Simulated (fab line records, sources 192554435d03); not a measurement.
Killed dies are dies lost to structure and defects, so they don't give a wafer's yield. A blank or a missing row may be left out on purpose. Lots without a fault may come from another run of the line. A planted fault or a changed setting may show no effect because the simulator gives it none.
Problem report in the 8D (eight disciplines) form, filled by code | flow n5_finfet | the parts of the form that need people (team, actions taken, sign-off) are left out

1. THE PROBLEM
raw_defect_count at N5_BEOL_M4_INSPECT_59 reads a mean of 456 on 6 wafers of 2 lots; wafers without a fault read 69 with a standard deviation of 26. That is +15 standard deviations from the usual mean.
The step: inspects for defects (darkfield).
First seen on wafer L226.1, day 9 22:11, on defect_inspect-01. The record holds 25 wafers of 9 lots with a number at this step. Rule for "out", or "out of limits": more than 4 standard deviations from the usual mean. The other wafers with a number count as sound.

2. WHAT IT IS AND WHAT IT IS NOT
question                    | is                                   | is not
which readings at this step | raw_defect_count                     | -
which lots                  | L226, L227                           | L219, L222, L233, L234, L239, L240, L242
which wafers of those lots  | all that have a number               | -
read on which gauges        | defect_inspect-01, defect_inspect-02 | -
when                        | from day 9 22:11                     | up to then (6 sound wafers); but 13 sound wafers of L233, L234, L239, L240, L242 came after

3. SUSPECTS, AND WHAT RULES EACH OUT
Counting: a tool at a process step up to the reading stays a suspect if it ran every lot that is out and no sound lot after the first of them.
- the gauge at N5_BEOL_M4_INSPECT_59: ruled out. The wafers that are out were read on 2 gauges (defect_inspect-01, defect_inspect-02).
- pecvd-01 at N5_BEOL_M4_DEP_57 (deposits SiCN from 3MS/NH3, target thk 8 nm, time 14 s): ruled out as a lasting fault. Sound lots L242 ran on it after its first lot that is out, L226 (day 9 22:05).
Left after counting: nothing in the record.

4. THE CAUSE (what the simulator had put in)
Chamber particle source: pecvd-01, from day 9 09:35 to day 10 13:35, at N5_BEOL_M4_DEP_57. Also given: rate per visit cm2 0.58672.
Counting ruled it out, wrongly: the rule takes a fault to strike every lot that its tool runs from its start on, and this one did not.

5. THE CHAIN OF EFFECTS, in route order
Each row: a reading whose mean over the struck wafers that have a number lies more than 3 standard deviations from the usual. Only readings for which the record gives a usual standard deviation are gone through. hours: the time from each lot's start at the first step in this table that gives one to its start at this step, as a median over the lots. sigmas: the change in usual standard deviations.
hours | step                    | reading              | usual  | on struck wafers | change | sigmas
0     | N5_BEOL_M4_INSPECT_59   | raw_defect_count     | 69     | 456              | +387   | +15
3     | N5_BEOL_M5_INSPECT_13   | raw_defect_count     | 429    | 847              | +418   | +3.8
6     | N5_BEOL_M5_INSPECT_30   | raw_defect_count     | 433    | 821              | +388   | +3.5
112   | N5_PASSIVATION_PROBE_49 | defect_limited_yield | 91.5 % | 85.0             | -6.5   | -4.3
112   | N5_PASSIVATION_PROBE_49 | killed_at_M4_up      | 13     | 83               | +70    | +14
112   | N5_PASSIVATION_PROBE_49 | killed_dies          | 101    | 177              | +76    | +4.2
112   | N5_PASSIVATION_PROBE_49 | killed_on_rim        | 13     | 32               | +19    | +4.3
112   | N5_PASSIVATION_PROBE_49 | sort_bin_5_function  | 5.0 %  | 8.9              | +3.9   | +3.9
112   | N5_PASSIVATION_PROBE_49 | sort_n_pass          | 1078   | 979              | -99    | -4.5
112   | N5_PASSIVATION_PROBE_49 | sort_yield_pct       | 91.3 % | 83.0             | -8.3   | -4.4
The process steps in it:
- N5_PASSIVATION_PROBE_49
Later measuring or inspecting steps at which every struck wafer that the step has a row for has a number for every such reading, and none has moved that far: N5_BEOL_M4_RC_MEAS_101.

6. WHAT WOULD HAVE CAUGHT IT SOONER
In this record the first reading out of limits at a measuring or inspecting step was taken at day 9 22:11, 13 hours after the fault began at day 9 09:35.
Of the tool readings at N5_BEOL_M4_DEP_57 for which the record gives a usual standard deviation, none was out on any struck wafer, so an alarm limit of 4 standard deviations on them would not have fired.
